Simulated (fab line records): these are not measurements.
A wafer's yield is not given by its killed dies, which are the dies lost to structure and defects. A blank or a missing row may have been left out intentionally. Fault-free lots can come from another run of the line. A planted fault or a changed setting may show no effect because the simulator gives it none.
Matching of chambers	flow n5Finfet	3 sister chambers for N5_PMOS_HMC_CHANNEL_EPI_HM_DEP_34 on pecvd-02
The step deposits SiO2 from TEOS/O2, target thk 36 nm, time 6.9 s. 14 wafers are shown with their chamber, then 7 later ones without.

## WAFERS PAIRED WITH THEIR CHAMBERS
wafer	chamber	throttleValvePct (%)	heaterPowerW (W)	heaterPowerOuterW (W)
L077.1	0	18.6	607	317
L077.4	2	17.8	681	377
L077.5	0	18.7	615	307
L078.1	0	18.7	622	311
L078.3	1	18.4	520	295
L078.5	0	18.5	632	327
L080.2	1	18.3	546	310
L080.5	2	17.8	658	363
L080.6	0	18.8	552	273
L092.4	0	18.8	659	358
L092.5	2	17.7	732	421
L092.6	1	18.2	506	280
L094.1	1	17.8	522	291
L094.2	2	17.8	641	351

SIGNATURES (averages over the wafers above)
reading	chamber 0	chamber 1	chamber 2	scatter within a chamber
throttleValvePct	18.683	18.175	17.775	0.16
heaterPowerW	614.50	523.50	678.00	32.8
heaterPowerOuterW	315.50	294.00	378.00	25.4
Rule: a wafer lies at a distance from a chamber equal to the root of the sum of squares, over the readings, of (its reading less the chamber's mean, divided by the reading's scatter). If the next closest chamber is less than 2 further off than the closest, the wafer can't be placed; otherwise it belongs to the closest. The scatter: the root of (the sum of the squares of (reading less its chamber's mean) over the shown wafers, divided by (wafers less chambers)).

## WAFERS WITH NO CHAMBER GIVEN
wafer	throttleValvePct (%)	heaterPowerW (W)	heaterPowerOuterW (W)
L094.3	18.5	644	335
L096.1	17.8	705	392
L096.5	17.9	716	398
L096.6	18.5	671	346
L097.1	18.2	528	308
L097.3	17.6	718	407
L097.5	18.2	530	301

## WHICH CHAMBER EACH WENT THROUGH
wafer	from the rows above	in truth
L094.3	0	0
L096.1	2	2
L096.5	2	2
L096.6	0	0
L097.1	1	1
L097.3	2	2
L097.5	1	1
7 of 7 placed correctly. Left unplaced by these rows: 0. 0 placed wrongly.
